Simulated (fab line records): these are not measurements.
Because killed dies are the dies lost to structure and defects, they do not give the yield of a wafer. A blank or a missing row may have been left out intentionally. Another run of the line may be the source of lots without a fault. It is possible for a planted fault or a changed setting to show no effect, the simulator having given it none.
Struck lot and sound lot, side by side / flow n5Finfet / 23 out of 1938 route steps
Sound: the wafers L687.1, L687.3, L687.6. Wafers L698.3, L698.4, L698.6 were the ones struck. The cause is given at the end.
At each step with rows: each side's tool, then ch and its chambers, then its first start. Under that, the readings that differ: sound wafers / struck wafers / difference of the means / sigmas: that difference in standard deviations of wafers without a fault.
alike: readings with means less than 2 such deviations apart, plus words and numbers identical on both sides. not compared: withheld readings, readings lacking a value on some wafer, bounds such as >300 that could conceal the same value, and numbers that have no deviation in the record and whose values overlap.
A row with sigmas, a row that says differs or no value, or rows on one side alone: a step with any of these is where the two part. Numbers that don't overlap but have no deviation are shown without sigmas and don't part them. A reading missing from all wafers of one side parts the sides only when that side holds two or more wafers.

first, 11 steps without rows for these wafers: N5_WELL_APT_OXIDE_STRIP_42 (strips SiO2 in dHF, time 45 s, target depth 12 nm); N5_WELL_APT_PRECLEAN_36 (cleans in O3/DIW, time 45 s); N5_WELL_APT_PRECLEAN_39 (cleans in dHF, time 60 s); N5_WELL_APT_SRD_37 (time 30 s); N5_WELL_APT_EPI_41 (deposits Si from SiH4/H2, target thk 50 nm, time 297.7 s); N5_PMOS_HMC_CHANNEL_EPI_HM_DEP_34 (deposits SiO2 from TEOS/O2, target thk 36 nm, time 6.9 s); N5_PMOS_HMC_CHANNEL_EPI_COAT_31 (time 60 s, resist thk 66 nm); N5_PMOS_HMC_CHANNEL_EPI_COAT_03 (resist thk 205 nm); N5_PMOS_HMC_CHANNEL_EPI_EBR_05; N5_PMOS_HMC_CHANNEL_EPI_SOFTBAKE_04 (time 60 s); N5_PMOS_HMC_CHANNEL_EPI_EXPOSE_06 (exposes mask PMOS HMC BLK, target cd 240 nm).
N5_PMOS_HMC_CHANNEL_EPI_PEB_07: peb time 60 s.
  sound on lithoTrack-05 ch 0, day 3 17:50; struck on lithoTrack-05 ch 0, day 6 11:17
then, 1 step without rows for these wafers: N5_PMOS_HMC_CHANNEL_EPI_DEVELOP_08 (develop time 30 s).
N5_PMOS_HMC_CHANNEL_EPI_CD_MEAS_09: the cd target is 237.4 nm.
  sound on cdSem-02 ch 0, day 3 17:55; struck on cdSem-02 ch 0, day 6 11:22
reading=cdNm (nm); sound=237.1 238.6 237.4; struck=243.0 242.6 242.6; difference=+5.0; sigmas=+5
N5_PMOS_HMC_CHANNEL_EPI_DESCUM_14: chemistry O2, time 7.9 s.
  sound on rieDiel-06 ch 0,2,3, day 3 18:00; struck on rieDiel-05 ch 0,1, day 6 11:27
reading=showerheadPlenumPTorr (Torr); sound=2.00 2.06 2.01; struck=2.19 2.12 2.12; difference=+0.12; sigmas=+2
reading=model.PMOS_HMC_CHANNEL_EPI.cdNm (nm); sound=236.6 238.1 237.3; struck=242.9 242.1 242.5; difference=+5.2; sigmas=
  alike: drypumpMotorCurrentA, oesProductAu, rfFwdPowerW, rfVppV, throttleValvePct
  not compared: rfHoursCounterH
then, 5 steps without rows for these wafers: N5_PMOS_HMC_CHANNEL_EPI_ETCH_32 (etches BARC in N2/H2, stops on SiO2, target depth 85.8 nm, time 50.3 s); N5_PMOS_HMC_CHANNEL_EPI_HM_OPEN_15 (chemistry CHF3/O2, target SiO2, target depth 40.6 nm, time 20.3 s); N5_PMOS_HMC_CHANNEL_EPI_STRIP_33 (strips in N2/H2); N5_PMOS_HMC_CHANNEL_EPI_STRIP_17 (strips in SPM, time 750 s); N5_PMOS_HMC_CHANNEL_EPI_ETCH_38 (etches SiO2 in CF4, target depth 1.5 nm).
N5_PMOS_HMC_CHANNEL_EPI_FIN_RECESS_16: chemistry HBr/Cl2, target Si, target depth 54 nm, time 18 s.
  sound on rieSi-03 ch 0,3, day 3 18:28; struck on rieSi-01 ch 0,1,2, day 6 11:54
reading=model.PMOS_HMC_CHANNEL_EPI.cdNm (nm); sound=240.4 240.6 239.7; struck=244.8 245.1 245; difference=+4.7; sigmas=
  alike: drypumpMotorCurrentA, oesProductAu, rfFwdPowerW, throttleValvePct
  not compared: rfHoursCounterH
then, 1 step without rows for these wafers: N5_PMOS_HMC_CHANNEL_EPI_PRECLEAN_36 (cleans in O3/DIW, time 45 s).
-- the record jumps here: 12 days lie between the struck wafers' starts before and after (it left off in module PMOS_HMC_CHANNEL_EPI and takes up again in module PASSIVATION, whose first step shown is number 1936 of the route) --
N5_PASSIVATION_PROBE_49:
  struck on prober-02, day 18 04:53; sound on prober-02, day 15 08:38
reading=killed_at_M4_up; sound=22 21 19; struck=9; difference=-12; sigmas=-2
  alike: killed_at_M0_to_M3, killedAtContacts, killedAtFrontEnd, killedAtOther, killedDies, killedOnRim, killedOpen, killedShort

== WHERE THEY PART ==
At N5_PMOS_HMC_CHANNEL_EPI_CD_MEAS_09 first; at N5_PASSIVATION_PROBE_49 last (within this record only).

WHY: what had been put in by the simulator
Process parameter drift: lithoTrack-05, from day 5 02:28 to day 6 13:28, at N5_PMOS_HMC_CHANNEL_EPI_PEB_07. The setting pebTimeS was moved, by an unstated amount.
